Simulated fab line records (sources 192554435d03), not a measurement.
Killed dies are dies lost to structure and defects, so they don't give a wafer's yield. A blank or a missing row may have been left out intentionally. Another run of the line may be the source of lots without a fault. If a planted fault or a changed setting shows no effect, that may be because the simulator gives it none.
One fault seen from 3 desks -- flow n5 finfet -- each desk holds nothing but its own numbers, with what lay behind them at the end

THE DEFECT DESK
What the inspections along the route counted, lot by lot: means of the sampled wafers that have a number. Marked OUT: a lot whose mean sits more than 4 standard deviations from the usual mean, which makes it out of limits; the brackets give that distance.
Columns: A = raw defect count at N5_BEOL_M8_INSPECT_13, usual 434
lot,first seen here,A
L903,day 13 08:44,382
L906,day 13 20:49,483
L909,day 14 19:26,432
L910,day 14 20:27,396
L911,day 15 00:38,357
L915,day 16 03:35,396
Result from this desk: across the 6 lots, nothing is out of limits.

TOOL OWNER'S DESK, rie metal-01
The tool's own readings at N5_BEOL_M8_HM_OPEN_17 (chemistry Cl2/BCl3, target TiN, target depth 20 nm, overetch 6 nm): means of the sampled wafers that have a number, for each lot that ran on this tool. Marked OUT: a lot whose mean sits more than 4 standard deviations from the usual mean, which makes it out of limits; the brackets give that distance.
Columns: A = drypump motor current A at N5_BEOL_M8_HM_OPEN_17, usual 6.0 A; B = oes product au at N5_BEOL_M8_HM_OPEN_17, usual 0.64 a.u.; C = throttle valve pct at N5_BEOL_M8_HM_OPEN_17, usual 22.04 %
lot,first seen here,A,B,C
L903,day 13 09:03,5.4,0.66,21.91
L909,day 14 20:21,5.7,0.71,21.95
L910,day 14 20:47,5.5,0.68,21.93
Result from this desk: across the 3 lots, nothing is out of limits.

AT THE METROLOGY DESK
Lot by lot, what the gauges showed, no matter which tool ran the lot: averages of those sampled wafers that carry a number. Marked OUT: a lot whose mean sits more than 4 standard deviations from the usual mean, which makes it out of limits; the brackets give that distance.
Columns: A = cd nm at N5_BEOL_M8_CD_MEAS_11, usual 38.4 nm; B = M8_OVL at N5_BEOL_M8_OVL_MEAS_12, usual 0.2 nm
lot,first seen here,A,B
L903,day 13 08:41,38.8,-0.3
L906,day 13 20:46,39.1,-0.1
L909,day 14 19:23,38.0,0.8
L910,day 14 20:24,38.1,0.4
L911,day 15 00:35,38.9,0.0
L915,day 16 03:32,38.1,-0.5
Result from this desk: across the 6 lots, nothing is out of limits.

ALL TOGETHER
Nothing out of limits was seen by the defect desk.
The tool owner's desk saw nothing out of limits.
At the metrology desk, nothing out of limits was observed.

WHAT THE SIMULATOR HAD PUT IN
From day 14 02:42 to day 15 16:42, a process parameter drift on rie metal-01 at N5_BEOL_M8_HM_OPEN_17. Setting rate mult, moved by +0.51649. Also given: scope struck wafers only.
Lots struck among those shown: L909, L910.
